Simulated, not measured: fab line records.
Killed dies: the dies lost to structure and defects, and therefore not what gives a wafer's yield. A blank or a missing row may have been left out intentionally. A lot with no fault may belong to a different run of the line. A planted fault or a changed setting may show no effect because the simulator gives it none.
Matching of chambers ; flow n5-finfet ; N5_ILD0_ALD_15 on ald-sin-04 has 4 sister chambers
The step deposits SiNx, target thk 24 nm, pulse time 1 s, ald cycles 480. 18 wafers are shown with their chamber, then 9 later ones without.

## WAFERS, EACH WITH ITS CHAMBER
wafer;chamber;heater-power-w (W);precursor-pulse-height-rel
L075.1;1;780;1.008
L075.3;3;750;1.021
L075.6;3;752;1.005
L078.1;3;757;1.018
L078.4;2;854;0.960
L078.6;2;832;0.964
L082.1;2;842;1.002
L082.4;0;814;0.987
L082.6;2;848;1.024
L086.2;3;789;0.968
L086.4;0;810;1.008
L086.5;2;872;0.998
L089.1;1;778;0.998
L089.2;0;855;0.985
L089.4;2;837;0.998
L090.1;0;840;1.006
L090.4;3;766;1.015
L090.6;1;754;1.035

SIGNATURES (means of the wafers above)
reading;chamber 0;chamber 1;chamber 2;chamber 3;scatter within a chamber
heater-power-w;829.75;770.67;847.50;762.80;16.5
precursor-pulse-height-rel;0.99650;1.01367;0.99100;1.00540;0.0208
Rule: distance of a wafer from a chamber = root of the sum over the readings of ((wafer's reading minus chamber's mean) / reading's scatter) squared. The wafer belongs to the nearest chamber; if the next one is less than 2 further off, it can't be placed. The scatter: take each reading less its chamber's mean, square it, sum over the shown wafers, divide by the number of wafers less the number of chambers, and take the root.

## WAFERS WITH NO CHAMBER GIVEN
wafer;heater-power-w (W);precursor-pulse-height-rel
L092.2;857;0.996
L092.3;783;0.992
L092.5;842;1.028
L097.1;831;1.004
L097.2;784;1.010
L097.3;772;0.957
L097.4;877;0.983
L097.5;766;1.013
L097.6;856;1.003

## WHICH CHAMBER EACH ONE RAN IN
wafer;from the rows above;in truth
L092.2;can't be placed: 2 or 0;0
L092.3;can't be placed: 1 or 3 or 0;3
L092.5;can't be placed: 0 or 2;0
L097.1;can't be placed: 0 or 2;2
L097.2;can't be placed: 1 or 3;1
L097.3;can't be placed: 3 or 1 or 0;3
L097.4;can't be placed: 2 or 0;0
L097.5;can't be placed: 1 or 3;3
L097.6;can't be placed: 2 or 0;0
Correctly placed: 0 of 9. From these rows, 9 cannot be placed; in 9 the true chamber is one of the candidates. Wrongly placed: 0.
